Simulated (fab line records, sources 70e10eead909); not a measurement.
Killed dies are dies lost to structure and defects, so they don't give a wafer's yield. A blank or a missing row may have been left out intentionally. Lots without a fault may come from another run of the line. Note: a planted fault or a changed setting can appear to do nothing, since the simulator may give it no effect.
A lot that was struck, set against a sound lot + flow nand_harc + 43 steps out of a route of 1159
Sound: the wafers L442.1, L442.2, L442.6. Struck: wafer L452.2 (L452.4, L452.6, from the same lot, were not struck and are left out); the cause is given at the end.
For every step that has rows: the tool of each side, followed by ch and its chambers, followed by its first start. Under that, the readings that differ: sound wafers + struck wafers + difference of the means + sigmas: that difference in standard deviations of wafers without a fault.
alike: a reading whose means differ by less than 2 such deviations, as well as words and numbers matching on both sides. not compared: withheld readings; readings where some wafer has no value; bounds like >300 that might hide an equal value; numbers whose values overlap and for which the record gives no deviation.
The two part at a step that has a row with sigmas, a row that says differs or no value, or rows on one side only. Numbers that have no deviation but don't overlap get no sigmas and don't part them. A reading missing from all wafers of one side parts the sides only when that side holds two or more wafers.

first, 1 step without rows for these wafers: NHARC_A_CONTACT_ETCH_121 (etches the open film in C4F8/O2/Ar, time 94 s, target depth 922 nm).
NHARC_A_CONTACT_ETCH_122: etches the open film in C4F8/O2/Ar, time 95 s, target depth 930 nm.
  sound on har_cap_etch-02 ch 0,1, day 17 00:47; struck on har_cap_etch-02 ch 1, day 19 07:17
  not compared: rf_hours_counter_h
then, 3 steps without rows for these wafers: NHARC_A_CONTACT_ETCH_123 (etches the open film in C4F8/O2/Ar, time 253 s, target depth 1090 nm); NHARC_A_CONTACT_ETCH_90 (etches the open film in CH3F/O2, target depth 40 nm, time 85.7 s); NHARC_A_CONTACT_ETCH_96 (etches the open film in C4F6/O2, target depth 20 nm, time 10 s).
NHARC_A_CONTACT_CD_MEAS_53:
  sound on cd_sem-03, day 17 01:41; struck on cd_sem-02, day 19 08:11
  alike: cd_nm
then, 6 steps without rows for these wafers: NHARC_A_CONTACT_STRIP_99 (strips in N2/H2); NHARC_A_CONTACT_STRIP_100 (strips in CF4/CHF3); NHARC_A_CONTACT_STRIP_101 (strips in O2/COS); NHARC_A_CONTACT_ETCH_102 (etches the open film in CF4/O2, target depth 70 nm, overetch 7 nm, time 38.5 s); NHARC_A_CONTACT_STRIP_55 (strips in O2); NHARC_A_CONTACT_STRIP_56 (strips in post etch residue remover, time 600 s).
NHARC_A_CONTACT_DEP_57: deposits aC, target thk 2800 nm.
  sound on acl_dep-02 ch 0, day 17 02:38; struck on acl_dep-03 ch 0, day 19 10:44
  alike: throttle_valve_pct
NHARC_A_CONTACT_DEP_58: deposits SiON, target thk 60 nm.
  sound on pecvd-01 ch 0,1,2, day 17 04:25; struck on pecvd-02 ch 2, day 19 12:12
  alike: heater_power_w, rf_fwd_power_W
then, 10 steps without rows for these wafers: NHARC_A_CONTACT_DEHYDRATE_59 (time 120 s); NHARC_A_CONTACT_HMDS_60 (time 30 s); NHARC_A_CONTACT_COAT_61 (time 75 s); NHARC_A_CONTACT_COAT_62 (time 65 s); NHARC_A_CONTACT_COAT_63 (resist thk 90 nm); NHARC_A_CONTACT_SOFTBAKE_64 (time 55 s); NHARC_A_CONTACT_EBR_65; NHARC_A_CONTACT_EXPOSE_66 (exposes mask A CC 2); NHARC_A_CONTACT_PEB_67 (peb time 65 s); NHARC_A_CONTACT_DEVELOP_68 (develop time 35 s).
NHARC_A_CONTACT_CD_MEAS_69 targets a cd of 200 nm.
  sound on cd_sem-01 ch 0, day 17 05:07; struck on cd_sem-03 ch 0, day 19 12:50
  alike: cd_nm
NHARC_A_CONTACT_OVL_MEAS_70:
  sound on overlay-01, day 17 05:11; struck on overlay-02, day 19 12:55
| reading           | sound       | struck | difference | sigmas |
|-------------------|-------------|--------|------------|--------|
| overlay_y_nm (nm) | 1.2 1.3 1.3 | -0.4   | -1.7       | -2     |
  alike: overlay_x_nm
NHARC_A_CONTACT_INSPECT_71:
  sound on defect_inspect-01, day 17 05:14; struck on defect_inspect-01, day 19 12:57
  alike: raw_defect_count
then, 5 steps without rows for these wafers: NHARC_A_CONTACT_DESCUM_74 (chemistry O2, time 3 s); NHARC_A_CONTACT_ETCH_75 (etches the open film in CF4, target depth 39 nm, time 65 s); NHARC_A_CONTACT_ETCH_76 (etches the open film in N2/H2, target depth 260 nm, time 475.3 s); NHARC_A_CONTACT_ETCH_77 (etches the open film in CF4/CHF3, target depth 72.6 nm, time 36.3 s); NHARC_A_CONTACT_ETCH_78 (etches the open film in O2/COS, target depth 2800 nm, time 728 s).
NHARC_A_CONTACT_ETCH_124: etches the open film in C4F8/O2/Ar, time 140 s, target depth 700 nm.
  sound on har_cap_etch-03 ch 0,1, day 17 06:25; struck on har_cap_etch-02 ch 1, day 19 14:15
  not compared: rf_hours_counter_h
then, 4 steps without rows for these wafers: NHARC_A_CONTACT_ETCH_125 (etches the open film in C4F8/O2/Ar, time 155 s, target depth 956 nm); NHARC_A_CONTACT_ETCH_126 (etches the open film in C4F8/O2/Ar, time 155 s, target depth 956 nm); NHARC_A_CONTACT_ETCH_127 (etches the open film in C4F8/O2/Ar, time 155 s, target depth 956 nm); NHARC_A_CONTACT_ETCH_128 (etches the open film in C4F8/O2/Ar, time 155 s, target depth 956 nm).
NHARC_A_CONTACT_ETCH_129: etches the open film in C4F8/O2/Ar, time 155 s, target depth 956 nm.
  sound on har_cap_etch-03 ch 0,1, day 17 07:11; struck on har_cap_etch-02 ch 1, day 19 15:01
  not compared: rf_hours_counter_h
then, 3 steps without rows for these wafers: NHARC_A_CONTACT_ETCH_130 (etches the open film in C4F8/O2/Ar, time 155 s, target depth 956 nm); NHARC_A_CONTACT_ETCH_131 (etches the open film in C4F8/O2/Ar, time 155 s, target depth 956 nm); NHARC_A_CONTACT_ETCH_132 (etches the open film in C4F8/O2/Ar, time 156 s, target depth 958 nm).
NHARC_A_CONTACT_ETCH_133: etches the open film in C4F8/O2/Ar, time 195 s, target depth 840 nm.
  sound on har_cap_etch-03 ch 0,1, day 17 07:45; struck on har_cap_etch-02 ch 1, day 19 15:35
  not compared: rf_hours_counter_h
-- break in the record here, with 3 days between the starts of the struck wafers on either side (left off in module A_CONTACT, picked up again in module END, where the first step shown is number 1159 on the route) --
NHARC_END_SORT_01:
  at this point the record logs the struck wafers (prober-02 ch 0, day 22 10:40) and has no rows for the sound ones

WHERE THEY PART
Last at NHARC_END_SORT_01 as far as this record goes, first at NHARC_A_CONTACT_OVL_MEAS_70.

WHY: what had been put in by the simulator
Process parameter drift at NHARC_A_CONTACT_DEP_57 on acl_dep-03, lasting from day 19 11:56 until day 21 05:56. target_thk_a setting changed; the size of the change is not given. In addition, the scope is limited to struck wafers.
